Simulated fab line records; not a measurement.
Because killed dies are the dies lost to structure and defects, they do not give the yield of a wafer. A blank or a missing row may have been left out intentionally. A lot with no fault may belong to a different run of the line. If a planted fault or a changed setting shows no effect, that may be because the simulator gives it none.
fab line records ; flow n5Finfet
[record] lots = 9; wafers = 27; lastDay = 17
route steps=1938 shown BEOL_M10@1488 PASSIVATION@1936
lots untouched by any fault: they come from a run of this same line in which no faults occurred
startH: hours from the record's first day to the start of the lot's first wafer shown ; waitH: hours since the lot's step before ; " unchanged from the row above ; L1.1+2: a single row standing in for several wafers ; - no value, or no start given ; * or withheld: withheld ; < > ~ a bound
route shown NAME@n: names a module that has steps shown in the file, with the first one's number in the route ; usual: mean/standard deviation of fault-free wafers ; same: alike in all rows ; chamber/n: place in a boat ; sites: per-site readings ; _std_site: standard deviation across them ; _edge_site: outer sites' mean less inner sites' ; radiusMm: how far each site lies from the wafer's centre ; mask NAME#n: copy n ; behind: the tool/chamber that last shaped the wafer ; hold: reason for holding the lot/hours on hold/outcome of the hold ; device: transistor that didn't switch, given as n, p or np ; end of line: at the end of the route, the tests of the same wafers ; a step without rows: its recipe alone ; killed: count of dies lost to structure and defects at first sort (not the wafer's yield) ; map: shows each die of a wafer: x if killed, . if not, _ if none is there
set.NAME: the run value of the setting; set.NAME@STEP: its run value at that earlier step ; model.NAME: the simulator's own value behind a step, which no gauge read
one table for each step of the route and one row for each wafer, over a sample of lots
services: when a tool's chamber went out of use (startH, in hours from the record's first day, below 0 if earlier), for how many hours, and the reason
[[steps]]
[step N5_BEOL_M10_ETCH_62]
[recipe] chemistry = N2/H2; target = SOC; targetDepthA = 1100; overetchA = 220; maskMaterial = SiARC; tempC = 40; timeS = 165; ionEnergyEv = 200; pressureMtorr = 30; sourceW = 840; biasW = 150; n2FlowSccm = 200; h2FlowSccm = 200
[usual] drypumpMotorCurrentA = 5.6/0.45; oesProductAu = 0.69/0.06; rfVppV = 524.5/2.8; showerheadPlenumPTorr = 2.56/0.1; throttleValvePct = 17.7/0.32
lot.wafer;tool;chamber;startH;waitH;drypumpMotorCurrentA;oesProductAu;rfHoursCounterH;rfVppV;showerheadPlenumPTorr;throttleValvePct
L430.1;rieDiel-01;1;216.75;0.0;5.0;0.57;237;526.2;2.62;18.5
L430.5;rieDiel-01;3;216.75;0.0;5.6;0.65;-;523.2;2.54;17.5
L430.6;rieDiel-01;2;216.75;0.0;5.9;0.80;-;529.1;2.69;17.6
L431.3;rieDiel-05;2;224.74;0.0;5.7;0.56;247;523.3;2.48;17.9
L431.4;rieDiel-05;0;224.74;0.0;4.7;0.71;56;524.6;2.59;17.4
L431.6;rieDiel-05;2;224.74;0.0;5.7;0.56;-;520.8;2.48;17.9
L436.3;rieDiel-01;3;258.63;0.0;5.6;0.64;138;522.6;2.54;17.5
L436.5;rieDiel-01;3;258.63;0.0;5.6;0.65;-;524.3;2.54;17.5
L436.6;rieDiel-01;0;258.63;0.0;5.8;0.75;-;524.1;2.58;17.8
L437.1;rieDiel-05;0;267.22;0.0;4.7;0.70;72;524.5;2.58;17.5
L437.3;rieDiel-05;3;267.22;0.0;6.3;0.73;54;520.2;2.45;17.1
L437.6;rieDiel-05;1;267.22;0.0;5.6;0.65;-;521.3;2.43;17.8
L439.1;rieDiel-05;0;274.56;0.0;4.7;0.70;75;525.5;2.58;17.5
L439.2;rieDiel-05;1;274.56;0.0;5.6;0.65;151;521.4;2.43;17.9
L439.3;rieDiel-05;3;274.56;0.0;6.3;0.73;58;522.7;2.45;17.1
L441.1;rieDiel-01;1;299.85;0.0;5.1;0.79;8;527.2;2.62;18.0
L441.3;rieDiel-01;2;299.85;0.0;5.9;0.74;45;528.8;2.67;17.7
L441.6;rieDiel-01;1;299.85;0.0;5.1;0.78;-;524.9;2.62;18.0
L445.2;rieDiel-01;0;308.21;0.0;5.8;0.71;59;524.8;2.57;17.8
L445.3;rieDiel-01;3;308.21;0.0;5.6;0.62;160;522.6;2.53;17.5
L445.5;rieDiel-01;2;308.21;0.0;5.9;0.73;-;527.8;2.67;17.7
L443.1;rieDiel-03;0;308.44;0.0;5.5;0.59;232;519.3;2.41;18.5
L443.2;rieDiel-03;1;308.44;0.0;5.0;0.72;46;529.1;2.71;17.8
L443.5;rieDiel-03;1;308.44;0.0;5.0;0.72;-;528.4;2.71;17.8
L447.2;rieDiel-05;3;341.10;0.0;6.3;0.71;69;521.4;2.44;17.1
L447.5;rieDiel-05;2;341.10;0.0;5.7;0.81;-;522.7;2.47;17.6
L447.6;rieDiel-05;3;341.10;0.0;6.3;0.71;-;522.2;2.44;17.1
[step N5_BEOL_M10_CD_MEAS_18]
[recipe] pitchNm = 140; targetCdNm = 70
[usual] cdNm = 70.2/0.88
lot.wafer;tool;chamber;startH;waitH;cdNm
L430.1;cdSem-01;-;217.27;0.0;70.5
L430.5;cdSem-01;-;217.27;0.0;70.6
L430.6;cdSem-01;-;217.27;0.0;71.9
L431.3;cdSem-01;-;225.17;0.1;69.8
L431.4;cdSem-01;-;225.17;0.1;70.5
L431.6;cdSem-01;-;225.17;0.1;70.7
L436.3;cdSem-02;-;259.09;0.1;69.0
L436.5;cdSem-02;-;259.09;0.1;69.7
L436.6;cdSem-02;-;259.09;0.1;69.5
L437.1;cdSem-03;-;267.59;0.0;69.6
L437.3;cdSem-03;-;267.59;0.0;69.1
L437.6;cdSem-03;-;267.59;0.0;69.2
L439.1;cdSem-01;-;274.93;0.0;69.9
L439.2;cdSem-01;-;274.93;0.0;70.2
L439.3;cdSem-01;-;274.93;0.0;69.0
L441.1;cdSem-02;-;300.45;0.0;71.3
L441.3;cdSem-02;-;300.45;0.0;72.4
L441.6;cdSem-02;-;300.45;0.0;71.0
L445.2;cdSem-01;-;308.68;0.1;68.7
L445.3;cdSem-01;-;308.68;0.1;69.6
L445.5;cdSem-01;-;308.68;0.1;70.3
L443.1;cdSem-01;-;308.82;0.0;70.5
L443.2;cdSem-01;-;308.82;0.0;70.8
L443.5;cdSem-01;-;308.82;0.0;70.7
L447.2;cdSem-01;-;341.50;0.1;70.6
L447.5;cdSem-01;-;341.50;0.1;70.4
L447.6;cdSem-01;-;341.50;0.1;68.4
[step N5_BEOL_M10_TRENCH_ETCH_37]
[recipe] chemistry = C4F6/O2; targetDepthA = 1488.3; target = SiCOH_lowk; timeS = 48; ionEnergyEv = 250; pressureMtorr = 30; sourceW = 345; biasW = 185; Ar_flow_sccm = 300; C4F6_flow_sccm = 10; O2_flow_sccm = 10
[usual] C4F6_flow_sccm = 10.01/0.03; drypumpMotorCurrentA = 5.6/0.41; mfcArSccm = 300.1/1; oesProductAu = 0.81/0.087; rfVppV = 669/20; showerheadPlenumPTorr = 2.89/0.11; throttleValvePct = 20.97/0.23
lot.wafer;tool;chamber;startH;waitH;C4F6_flow_sccm;drypumpMotorCurrentA;mfcArSccm;oesProductAu;rfHoursCounterH;rfVppV;showerheadPlenumPTorr;throttleValvePct
L430.1;rieDiel-01;0;219.34;-;10.00;5.8;298.9;0.92;24;658;2.92;21.03
L430.5;rieDiel-01;1;219.34;-;10.02;5.0;300.8;0.66;-;635;2.93;21.36
L430.6;rieDiel-01;0;219.34;-;9.98;5.8;299.3;0.89;-;656;2.92;21.03
L431.3;rieDiel-01;1;227.44;-;10.00;5.0;300.3;0.67;241;635;2.92;21.35
L431.4;rieDiel-01;2;227.44;-;10.02;5.9;299.4;0.94;15;656;3.03;21.00
L431.6;rieDiel-01;0;227.44;-;10.00;5.8;300.2;0.89;-;656;2.92;21.02
L436.3;rieDiel-03;0;263.51;-;10.04;5.5;300.7;0.70;212;661;2.72;21.51
L436.5;rieDiel-03;2;263.51;-;10.01;6.0;299.1;0.87;-;684;3.02;20.81
L436.6;rieDiel-03;0;263.51;-;10.03;5.5;301.5;0.70;-;660;2.72;21.49
L437.1;rieDiel-03;1;272.49;-;10.05;5.0;301.2;0.88;28;677;3.03;20.90
L437.3;rieDiel-03;3;272.49;-;10.03;5.4;298.8;0.76;118;694;2.98;20.95
L437.6;rieDiel-03;2;272.49;-;10.00;6.0;298.4;0.85;-;685;3.02;20.81
L439.1;rieDiel-03;0;276.60;-;9.98;5.5;300.6;0.70;217;660;2.72;21.51
L439.2;rieDiel-03;1;276.60;-;10.03;5.0;300.3;0.87;31;675;3.03;20.92
L439.3;rieDiel-03;2;276.60;-;9.98;6.0;298.1;1.04;73;684;3.02;20.88
L441.1;rieDiel-03;1;303.38;-;9.93;5.0;298.9;0.85;44;676;3.02;20.93
L441.3;rieDiel-03;3;303.38;-;10.01;5.4;299.9;0.75;129;693;2.98;20.96
L441.6;rieDiel-03;2;303.38;-;10.00;6.0;299.4;1.03;-;684;3.01;20.90
L445.2;rieDiel-01;2;309.55;-;9.96;5.9;301.6;0.86;50;656;3.02;21.06
L445.3;rieDiel-01;0;309.55;-;10.00;5.8;301.2;0.84;60;656;2.91;21.09
L445.5;rieDiel-01;0;309.55;-;9.99;5.8;300.5;0.84;-;657;2.91;21.09
L443.1;rieDiel-05;2;310.20;-;10.03;5.7;300.3;1.03;1;639;2.76;20.70
L443.2;rieDiel-05;0;310.20;-;10.01;4.7;301.5;0.82;78;650;2.90;20.77
L443.5;rieDiel-05;3;310.20;-;10.01;6.3;300.1;0.84;-;684;2.81;20.67
L447.2;rieDiel-01;2;343.31;-;10.02;5.9;299.7;0.85;60;658;3.01;21.09
L447.5;rieDiel-01;3;343.31;-;10.05;5.6;299.0;0.71;-;673;2.84;20.81
L447.6;rieDiel-01;0;343.31;-;10.03;5.8;300.9;0.82;-;657;2.90;21.11
[step N5_BEOL_M10_OCD_MEAS_38]
[usual] trenchDepthNm = 149/3.8
lot.wafer;tool;chamber;startH;waitH;trenchDepthNm
L430.1;ocd-02;-;219.52;-;150
L430.5;ocd-02;-;219.52;-;145
L430.6;ocd-02;-;219.52;-;147
L431.3;ocd-01;-;227.62;-;147
L431.4;ocd-01;-;227.62;-;151
L431.6;ocd-01;-;227.62;-;149
L436.3;ocd-01;-;263.70;-;147
L436.5;ocd-01;-;263.70;-;157
L436.6;ocd-01;-;263.70;-;147
L437.1;ocd-02;-;272.67;-;153
L437.3;ocd-02;-;272.67;-;143
L437.6;ocd-02;-;272.67;-;155
L439.1;ocd-02;-;276.78;-;148
L439.2;ocd-02;-;276.78;-;152
L439.3;ocd-02;-;276.78;-;210
L441.1;ocd-01;-;303.57;-;150
L441.3;ocd-01;-;303.57;-;142
L441.6;ocd-01;-;303.57;-;208
L445.2;ocd-02;-;309.74;-;149
L445.3;ocd-02;-;309.74;-;147
L445.5;ocd-02;-;309.74;-;147
L443.1;ocd-01;-;310.39;-;154
L443.2;ocd-01;-;310.39;-;148
L443.5;ocd-01;-;310.39;-;146
L447.2;ocd-02;-;343.49;-;149
L447.5;ocd-02;-;343.49;-;143
L447.6;ocd-02;-;343.49;-;147
[step N5_BEOL_M10_DEGAS_44]
[recipe] ambient = vacuum; tempC = 250; timeS = 60
[usual] heaterPowerW = 325/33
lot.wafer;tool;chamber;startH;waitH;heaterPowerW
L430.1;pvdSputter-02;-;220.44;0.6;271
L430.5;pvdSputter-02;-;220.44;0.6;334
L430.6;pvdSputter-02;-;220.44;0.6;331
L431.3;pvdSputter-01;-;228.23;0.3;351
L431.4;pvdSputter-01;-;228.23;0.3;302
L431.6;pvdSputter-01;-;228.23;0.3;291
L436.3;pvdSputter-03;-;264.43;0.2;322
L436.5;pvdSputter-03;-;264.43;0.2;288
L436.6;pvdSputter-03;-;264.43;0.2;282
L437.1;pvdSputter-03;-;273.46;0.3;322
L437.3;pvdSputter-03;-;273.46;0.3;288
L437.6;pvdSputter-03;-;273.46;0.3;279
L439.1;pvdSputter-01;-;277.45;0.3;345
L439.2;pvdSputter-01;-;277.45;0.3;331
L439.3;pvdSputter-01;-;277.45;0.3;299
L441.1;pvdSputter-01;-;305.90;1.8;355
L441.3;pvdSputter-01;-;305.90;1.8;363
L441.6;pvdSputter-01;-;305.90;1.8;300
L445.2;pvdSputter-02;-;310.25;0.2;347
L445.3;pvdSputter-02;-;310.25;0.2;320
L445.5;pvdSputter-02;-;310.25;0.2;339
L443.1;pvdSputter-03;-;310.90;0.3;294
L443.2;pvdSputter-03;-;310.90;0.3;272
L443.5;pvdSputter-03;-;310.90;0.3;370
L447.2;pvdSputter-03;-;344.10;0.3;293
L447.5;pvdSputter-03;-;344.10;0.3;375
L447.6;pvdSputter-03;-;344.10;0.3;278
[step N5_BEOL_M10_THK_MEAS_53]
[recipe] thkMeasGauge = xrf; reads = Cu_of_BEOL_M10_ECD_50
[usual] M10_THK = 140/4.1
lot.wafer;tool;chamber;startH;waitH;M10_THK[nm]
L430.1;filmMetro-01;-;222.99;-;139
L430.5;filmMetro-01;-;222.99;-;136
L430.6;filmMetro-01;-;222.99;-;138
L431.3;filmMetro-01;-;229.87;0.2;136
L431.4;filmMetro-01;-;229.87;0.2;141
L431.6;filmMetro-01;-;229.87;0.2;137
L436.3;filmMetro-02;-;266.31;-;138
L436.5;filmMetro-02;-;266.31;-;150
L436.6;filmMetro-02;-;266.31;-;139
L437.1;filmMetro-02;-;275.40;-;144
L437.3;filmMetro-02;-;275.40;-;135
L437.6;filmMetro-02;-;275.40;-;146
L439.1;filmMetro-02;-;279.52;-;137
L439.2;filmMetro-02;-;279.52;-;143
L439.3;filmMetro-02;-;279.52;-;200
L441.1;filmMetro-02;-;307.40;-;142
L441.3;filmMetro-02;-;307.40;-;132
L441.6;filmMetro-02;-;307.40;-;199
L445.2;filmMetro-02;-;313.76;-;140
L445.3;filmMetro-02;-;313.76;-;135
L445.5;filmMetro-02;-;313.76;-;140
L443.1;filmMetro-01;-;314.46;-;147
L443.2;filmMetro-01;-;314.46;-;139
L443.5;filmMetro-01;-;314.46;-;139
L447.2;filmMetro-01;-;345.83;-;137
L447.5;filmMetro-01;-;345.83;-;132
L447.6;filmMetro-01;-;345.83;-;136
[step N5_BEOL_M10_RS_MEAS_57]
[recipe] thkMeasGauge = four-point-probe; reads = Cu_of_BEOL_M10_ECD_50+Co_of_BEOL_M10_CVD_75+TaN_of_BEOL_M10_ALD_74
[usual] M10_RS = 0.150/0.0048
lot.wafer;tool;chamber;startH;waitH;M10_RS[ohm/sq]
L430.1;filmMetro-02;-;223.12;0.1;0.148
L430.5;filmMetro-02;-;223.12;0.1;0.153
L430.6;filmMetro-02;-;223.12;0.1;0.151
L431.3;filmMetro-01;-;230.01;0.1;0.155
L431.4;filmMetro-01;-;230.01;0.1;0.148
L431.6;filmMetro-01;-;230.01;0.1;0.153
L436.3;filmMetro-01;-;266.45;0.1;0.152
L436.5;filmMetro-01;-;266.45;0.1;0.139
L436.6;filmMetro-01;-;266.45;0.1;0.151
L437.1;filmMetro-02;-;275.54;0.1;0.146
L437.3;filmMetro-02;-;275.54;0.1;0.156
L437.6;filmMetro-02;-;275.54;0.1;0.144
L439.1;filmMetro-02;-;279.65;0.1;0.152
L439.2;filmMetro-02;-;279.65;0.1;0.146
L439.3;filmMetro-02;-;279.65;0.1;0.101
L441.1;filmMetro-02;-;307.53;0.1;0.147
L441.3;filmMetro-02;-;307.53;0.1;0.160
L441.6;filmMetro-02;-;307.53;0.1;0.102
L445.2;filmMetro-02;-;313.93;0.1;0.150
L445.3;filmMetro-02;-;313.93;0.1;0.155
L445.5;filmMetro-02;-;313.93;0.1;0.150
L443.1;filmMetro-01;-;314.86;0.3;0.143
L443.2;filmMetro-01;-;314.86;0.3;0.153
L443.5;filmMetro-01;-;314.86;0.3;0.154
L447.2;filmMetro-01;-;345.97;0.1;0.154
L447.5;filmMetro-01;-;345.97;0.1;0.158
L447.6;filmMetro-01;-;345.97;0.1;0.154
[step N5_PASSIVATION_PROBE_49]
[usual] defectLimitedYield = 91.0/1.4; killed_at_M0_to_M3 = 35/10; killed_at_M4_up = 14/5.5; killedAtContacts = 13/5.6; killedAtFrontEnd = 41/11; killedAtOther = 4/3.4; killedDies = 106/16; killedOpen = 68/12; killedShort = 35/7.3; sort_bin_4_leakage = 0.3/2.1; sort_bin_5_function = 5.3/0.89; sort_bin_6_memory = 3.4/0.67; sortNPass = 1070/28; sortYieldPct = 90.7/2.4
[same] grossDies = 1180; killedAtBackSide = 0; sort_bin_8_speed[%] = 0
lot.wafer;tool;chamber;startH;waitH;defectLimitedYield[%];killed_at_M0_to_M3;killed_at_M4_up;killedAtContacts;killedAtFrontEnd;killedAtOther;killedDies;killedOpen;killedShort;sort_bin_4_leakage[%];sort_bin_5_function[%];sort_bin_6_memory[%];sortNPass;sortYieldPct[%]
L436.5;prober-01;-;319.24;0.2;88.4;43;11;5;68;10;137;83;51;0;6.9;4.2;1043;88.4
L439.3;prober-01;-;320.77;0.1;89.3;27;19;14;64;2;126;83;38;0;5.8;4.5;1054;89.3
// killed by level:class
L436.5 FIN_SAQP:geometricParticle:short=18 STI_FIN_REVEAL:geometricParticle:open=17 FIN_SAQP:geometricParticle:open=16 BEOL_M0_SAQP:geometricParticle:open=13 BEOL_M0_SAQP:geometricParticle:short=12 BEOL_M2:geometricParticle:open=9 BEOL_M4:geometricParticle:open=6 GATE_CUT:geometricParticle:short=5
L439.3 FIN_SAQP:geometricParticle:open=18 STI_FIN_REVEAL:geometricParticle:open=12 MOL_CONTACT_COAG:geometricParticle:open=9 BEOL_M4:geometricParticle:open=9 FIN_SAQP:geometricParticle:short=8 DUMMY_GATE:geometricParticle:open=7 BEOL_M1:geometricParticle:open=6 MOL_CONTACT_COAG:geometricParticle:short=5
[[services]]
tool;chamber;startH;hours;kind
rieDiel-01;3;233.35;4.4;repair
rieDiel-05;2;248.24;5.7;repair
rieDiel-01;1;255.78;-;clean
rieDiel-01;1;255.78;-;consumableReplace:focusRing
rieDiel-01;1;255.78;26.3;scheduledDown
rieDiel-01;1;255.78;26.3;ventCycle
rieDiel-03;1;260.43;9.6;repair
rieDiel-03;3;273.20;6.0;repair
rieDiel-05;-;280.28;28.1;pm
rieDiel-03;1;316.51;4.1;repair
pvdSputter-03;-;316.53;4.6;repair
rieDiel-03;2;343.20;4.2;repair
[[key]]
[firstSign] step = N5_BEOL_M10_TRENCH_ETCH_37; reading = oesProductAu; direction = up; sigmas = 2.6; usual = 0.81; struck = 1.03
[effect] step = N5_BEOL_M10_OCD_MEAS_38; reading = trenchDepthNm; direction = up; sigmas = 16; usual = 149; struck = 209
[effect] step = N5_BEOL_M10_THK_MEAS_53; reading = M10_THK; direction = up; sigmas = 14; usual = 140; struck = 199
[effect] step = N5_BEOL_M10_RS_MEAS_57; reading = M10_RS; direction = down; sigmas = 10; usual = 0.150; struck = 0.102
metAt N5_BEOL_M10_TRENCH_ETCH_37
struckLots L439,L441
struckWafers L439.3,L441.6
notActingAt N5_BEOL_M10_ETCH_62,N5_BEOL_M10_CD_MEAS_18,N5_BEOL_M10_DEGAS_44
onsetBetween 272.49 276.60
[fault] kind = processParameterDrift; tool = rieDiel-03; chamber = 2; onsetH = 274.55; steps = N5_BEOL_M10_TRENCH_ETCH_37; channel = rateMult; offset = 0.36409; shape = step
